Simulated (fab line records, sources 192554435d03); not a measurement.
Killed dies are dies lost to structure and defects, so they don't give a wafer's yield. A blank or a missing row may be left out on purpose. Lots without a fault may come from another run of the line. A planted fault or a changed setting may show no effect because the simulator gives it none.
Problem report in the 8D (eight disciplines) form, filled by code | flow n5_finfet | the parts of the form that need people (team, actions taken, sign-off) are left out

1. THE PROBLEM
cd_nm at N5_FIN_SAQP_CD_MEAS_16 reads a mean of 34.23 nm on 3 wafers of 3 lots; wafers without a fault read 35.55 nm with a standard deviation of 0.27. That is -4.9 standard deviations from the usual mean.
The step: target cd 35.6 nm.
First seen on wafer L620.6, day 3 10:03, on cd_sem-02. The record holds 28 wafers of 10 lots with a number at this step. Rule for "out", or "out of limits": more than 4 standard deviations from the usual mean. The other wafers with a number count as sound.

2. WHAT IT IS AND WHAT IT IS NOT
question                    | is                     | is not
which readings at this step | cd_nm                  | -
which lots                  | L620, L622, L623       | L618, L619, L631, L632, L633, L634, L635
which wafers of those lots  | L620.6, L622.2, L623.2 | L620.1, L620.4, L622.5, L623.5
read on which gauges        | cd_sem-02, cd_sem-03   | cd_sem-01
when                        | from day 3 10:03       | up to then (8 sound wafers); but 17 sound wafers of L622, L623, L631, L632, L633, L634, L635 came after

3. SUSPECTS, AND WHAT RULES EACH OUT
Counting: a tool at a process step up to the reading stays a suspect if it ran every lot that is out. Sound lots after the first of them don't rule it out here, since some wafers of a struck lot are sound.
- the gauge at N5_FIN_SAQP_CD_MEAS_16: ruled out. The wafers that are out were read on 2 gauges (cd_sem-02, cd_sem-03).
- rtp_anneal-02 at N5_FIN_SAQP_DENSIFY_62 (time 60 s): kept. It ran every lot that is out, first L620 (day 3 09:03).
- litho_track-02 at N5_FIN_SAQP_PEB_14 (peb time 60 s): kept. It ran every lot that is out, first L620 (day 3 09:59); its last sound lot up to then is L619 (day 3 03:25).
Left after counting: rtp_anneal-02 at N5_FIN_SAQP_DENSIFY_62, litho_track-02 at N5_FIN_SAQP_PEB_14.

4. THE CAUSE (what the simulator had put in)
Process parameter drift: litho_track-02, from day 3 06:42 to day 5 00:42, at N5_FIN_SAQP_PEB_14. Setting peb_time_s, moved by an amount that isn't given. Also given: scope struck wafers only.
Counting left 2 suspects, and this tool is among them.

5. THE CHAIN OF EFFECTS, in route order
Each row: a reading whose mean over the struck wafers that have a number lies more than 3 standard deviations from the usual. Only readings for which the record gives a usual standard deviation are gone through. hours: the time from each lot's start at the first step in this table that gives one to its start at this step, as a median over the lots. sigmas: the change in usual standard deviations.
hours | step                   | reading | usual    | on struck wafers | change | sigmas
0     | N5_FIN_SAQP_CD_MEAS_16 | cd_nm   | 35.55 nm | 34.23            | -1.32  | -4.9
Later measuring or inspecting steps at which every struck wafer that the step has a row for has a number for every such reading, and none has moved that far: N5_BEOL_M4_RC_MEAS_101.

6. WHAT WOULD HAVE CAUGHT IT SOONER
In this record the first reading out of limits at a measuring or inspecting step was taken at day 3 10:03, 3 hours after the fault began at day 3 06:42.
Of the lots that are out (3), L622, L623 began N5_FIN_SAQP_PEB_14 on litho_track-02 after day 3 10:03. A hold on the tool at that time would have spared those 2.
